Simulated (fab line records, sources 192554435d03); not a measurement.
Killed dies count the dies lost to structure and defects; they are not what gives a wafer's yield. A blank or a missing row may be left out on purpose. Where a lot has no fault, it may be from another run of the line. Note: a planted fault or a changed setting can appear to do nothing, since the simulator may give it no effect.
Split-lot trial -- flow n5-finfet -- 21 wafers read from 7 lots, route of 1938 steps

ON THE SPLIT
At N5_BEOL_M7_PECVD_70 (deposits SiO2 from TEOS/O2, target thk 20 nm, time 22.7 s), the setting temp-c was moved away from the recipe's 400 C on 7 of the 21 wafers read, by -1.7% to +4.3%. The other wafers ran this setting at the recipe's value.

The reading is taken at the split's own step.

THE READING
SiO2_of_BEOL_M7_PECVD_70.thk-nm (the simulator's own value, which no gauge read), in nm, at N5_BEOL_M7_PECVD_70 (deposits SiO2 from TEOS/O2, target thk 20 nm, time 22.7 s). There is no usual value for it anywhere in the file. Across the 14 wafers here that went through the recipe, the average is 20.0 nm and the standard deviation 0.19 nm.

wafer,"tool, chamber at the split","temp-c as run, C",against the recipe,"SiO2_of_BEOL_M7_PECVD_70.thk-nm, nm",against lot-mates on the recipe
L075.1,"pecvd-04, 1,2",393.1,-1.7%,20.6,+0.4
L075.3,"pecvd-04, 1,2",393.1,-1.7%,20.6,+0.4
L075.6,"pecvd-04, 1",400,recipe,20.2,-
L077.1,"pecvd-04, 2",400,recipe,20.2,-
L077.2,"pecvd-04, 1",400,recipe,20,-
L077.5,"pecvd-04, 1",406,+1.5%,19.6,-0.5
L080.4,"pecvd-03, 0,1,2",400,recipe,19.8,-
L080.5,"pecvd-03, 0,1,2",400,recipe,19.8,-
L080.6,"pecvd-03, 0,1,2",400,recipe,19.8,-
L082.1,"pecvd-04, 1",415.5,+3.9%,17.4,-2.2
L082.2,"pecvd-04, 0",400,recipe,19.6,-
L082.4,"pecvd-04, 0",415.5,+3.9%,17.6,-2.0
L083.1,"pecvd-02, 1",400,recipe,19.8,-
L083.4,"pecvd-02, 1",400,recipe,20.2,-
L083.6,"pecvd-02, 0",400,recipe,20,-
L093.1,"pecvd-02, 1",417.2,+4.3%,17.6,-2.2
L093.3,"pecvd-02, 0",417.2,+4.3%,17.4,-2.4
L093.6,"pecvd-02, 0",400,recipe,19.8,-
L097.2,"pecvd-02, 1,0",400,recipe,20,-
L097.4,"pecvd-02, 1,0",400,recipe,20,-
L097.3,"pecvd-02, 2",400,recipe,20.2,-
When a row names more than one chamber, that row covers several wafers, and the file does not tell which wafer ran in which chamber.

FIT RESULTS
A straight line over all 21 wafers: SiO2_of_BEOL_M7_PECVD_70.thk-nm changes by -0.564 nm for each +1% of temp-c; r = -0.97; the points scatter about the line by 0.24 nm.
The same after taking each lot's own level away (the mean of its wafers on the recipe; 21 wafers): -0.495 nm for each +1%; r = -0.98; scatter 0.19 nm.
That fit puts the effect of the largest move of temp-c on the reading at 2.1 nm.
The span of the lots' own levels, 19.60 to 20.20 nm, comes to 3.2 times the standard deviation stated above.
Thus the slope moves with the lot-to-lot level: the two fits are different.
Check: -2.19 nm against its lot-mates is what the line predicts for one of the wafers moved furthest among these (+4.3%) when that wafer is left out of the fit. Against them it came out at -2.2 nm.

THESE WAFERS: OTHER SPLITS
Before the reading, these wafers also passed through other splits. Each is held against what the fit with the lots' levels taken away leaves over:
other split on the same wafers,wafers away from the commonest value,r with SiO2_of_BEOL_M7_PECVD_70.thk-nm (lot level and that fit taken away)
N5_BEOL_M0_CUTY_ETCH_63 time-s,5,+0.00
N5_BEOL_M1_ILD_DEP_00 time-s,7,+0.10
N5_BEOL_M2_ALD_98 ald-cycles,7,-0.13
N5_BEOL_M3_EXPOSE_25 dose-mj,11,-0.21
N5_BEOL_M3_ALD_98 ald-cycles,6,+0.59
N5_BEOL_M5_COAT_05 spin-rpm,8,-0.04
N5_BEOL_M5_ETCH_72 bias-w,10,-0.27
N5_BEOL_M5_TRENCH_ETCH_37 bias-w,11,+0.13
N5_BEOL_M5_ETCH_41 source-w,7,-0.19
N5_BEOL_M6_DEP_56 time-s,4,-0.01

THE FILE'S OWN FIT
SiO2_of_BEOL_M7_PECVD_70.thk-nm changes by -0.503 nm for each +1% of temp-c, r = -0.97.
